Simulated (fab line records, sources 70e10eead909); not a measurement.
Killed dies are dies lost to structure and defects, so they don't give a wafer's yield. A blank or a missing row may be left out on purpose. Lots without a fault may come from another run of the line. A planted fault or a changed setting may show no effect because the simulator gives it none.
Chamber matching | flow nand_harc | NHARC_P_STI_DESCUM_14 on rie_diel-06: 4 sister chambers
The step chemistry O2, time 3 s. 8 wafers are shown with their chamber, then 9 later ones without.

WAFERS WITH THEIR CHAMBER
wafer  | chamber | drypump_motor_current_A (A) | oes_product_au (a.u.)
L411.5 | 2       | 5.9                         | 0.989
L413.6 | 0       | 5.4                         | 0.994
L424.2 | 3       | 5.4                         | 0.997
L424.3 | 1       | 6.2                         | 1.000
L424.4 | 2       | 6.0                         | 1.000
L425.1 | 0       | 5.5                         | 0.989
L425.2 | 1       | 6.1                         | 1.009
L425.5 | 3       | 5.4                         | 0.999

WAFERS WITHOUT THEIR CHAMBER
wafer  | drypump_motor_current_A (A) | oes_product_au (a.u.)
L428.3 | 5.4                         | 0.997
L428.4 | 5.4                         | 0.983
L428.6 | 5.4                         | 0.995
L430.1 | 6.1                         | 0.992
L430.4 | 5.4                         | 0.998
L430.5 | 5.5                         | 0.996
L432.2 | 5.9                         | 1.000
L432.3 | 6.1                         | 1.001
L432.5 | 5.4                         | 0.999

WHICH CHAMBER EACH WENT THROUGH
wafer  | from the rows above     | in truth
L428.3 | can't be placed: 3 or 0 | 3
L428.4 | can't be placed: 0 or 3 | 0
L428.6 | can't be placed: 3 or 0 | 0
L430.1 | can't be placed: 1 or 2 | 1
L430.4 | can't be placed: 3 or 0 | 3
L430.5 | can't be placed: 0 or 3 | 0
L432.2 | 2                       | 2
L432.3 | can't be placed: 1 or 2 | 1
L432.5 | can't be placed: 3 or 0 | 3
Placed correctly: 1 of 9. Can't be placed from these rows: 8 (the true chamber is among the candidates in 8). Placed wrongly: 0.
How it was worked out, from the rows above alone: a wafer's distance from a chamber is the root of the sum, over the readings, of the square of ((its reading less the chamber's mean) divided by the reading's scatter). The wafer belongs to the nearest chamber; if the next one is less than 2 further off, it can't be placed. A chamber's mean is the mean of its shown wafers. The scatter: the root of (the sum of the squares of (reading less its chamber's mean) over the shown wafers, divided by (wafers less chambers)).
